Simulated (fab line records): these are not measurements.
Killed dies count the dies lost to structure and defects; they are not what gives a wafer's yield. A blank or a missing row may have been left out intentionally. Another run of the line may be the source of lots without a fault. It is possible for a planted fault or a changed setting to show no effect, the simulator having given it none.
Matching of chambers ; flow nandHarc ; NHARC_A_SLIT_ETCH_24 on rieDiel-03: 4 sister chambers
The step etches the open film in CF4/CHF3, target depth 121 nm, time 60.5 s. 4 wafers are shown with their chamber, then 9 later ones without.

WAFERS WITH THEIR CHAMBER
wafer;chamber;drypumpMotorCurrentA (A)
L085.6;2;6.8
L089.2;3;5.0
L089.4;0;4.7
L089.5;1;6.1

WAFERS MISSING THEIR CHAMBER
wafer;drypumpMotorCurrentA (A)
L093.1;4.7
L093.2;6.1
L093.6;6.1
L092.1;4.7
L092.2;6.8
L092.6;5.0
L094.1;6.2
L094.3;6.8
L094.6;6.8

EACH ONE'S CHAMBER
wafer;from the rows above;in truth
L093.1;0;0
L093.2;1;1
L093.6;1;1
L092.1;0;0
L092.2;2;2
L092.6;3;3
L094.1;1;1
L094.3;2;2
L094.6;2;2
Correctly placed: 9 of 9. Can't be placed from these rows: 0. Placed wrongly: 0.
How it was worked out, from the rows above alone: a wafer's distance from a chamber is the root of the sum, over the readings, of the square of ((its reading less the chamber's mean) divided by the reading's scatter). The wafer belongs to the nearest chamber; if the next one is less than 2 further off, it can't be placed. A chamber's mean is the mean of its shown wafers. The scatter (one wafer shown for each chamber): square how far every hidden wafer sits from the nearest shown wafer, average those squares and take the square root.
